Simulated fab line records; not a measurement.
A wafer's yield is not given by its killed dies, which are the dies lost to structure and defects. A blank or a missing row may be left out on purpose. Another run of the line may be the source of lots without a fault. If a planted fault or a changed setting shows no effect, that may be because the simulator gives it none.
Matching of chambers	flow n5Finfet	N5_BEOL_M5_DESCUM_16 on rieDiel-02: 4 sister chambers
The step chemistry O2, time 7 s. 4 wafers are shown with their chamber, then 8 later ones without.

## WAFERS, EACH WITH ITS CHAMBER
wafer	chamber	drypumpMotorCurrentA (A)
L090.3	1	6.0
L091.1	2	6.0
L091.6	0	5.9
L092.1	3	5.5

## WAFERS WHOSE CHAMBER IS MISSING
wafer	drypumpMotorCurrentA (A)
L092.2	6.0
L092.3	6.0
L097.2	6.0
L097.3	5.6
L097.6	6.0
L094.1	6.0
L094.4	6.1
L094.6	5.6

## CHAMBER TAKEN BY EACH
wafer	from the rows above	in truth
L092.2	can't be placed: 1 or 2 or 0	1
L092.3	can't be placed: 1 or 2 or 0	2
L097.2	can't be placed: 1 or 2 or 0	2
L097.3	3	3
L097.6	can't be placed: 1 or 2 or 0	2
L094.1	can't be placed: 1 or 2 or 0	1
L094.4	can't be placed: 1 or 2 or 0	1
L094.6	3	3
Correctly placed: 2 of 8. Cannot be placed on the basis of these rows: 6; the candidates contain the true chamber in 6. Placed wrongly: 0.
How it was worked out, from the rows above alone: a wafer's distance from a chamber is the root of the sum, over the readings, of the square of ((its reading less the chamber's mean) divided by the reading's scatter). If the next closest chamber is less than 2 further off than the closest, the wafer can't be placed; otherwise it belongs to the closest. A chamber's mean is the mean of its shown wafers. The scatter (one wafer shown for each chamber): square how far every hidden wafer sits from the nearest shown wafer, average those squares and take the square root.
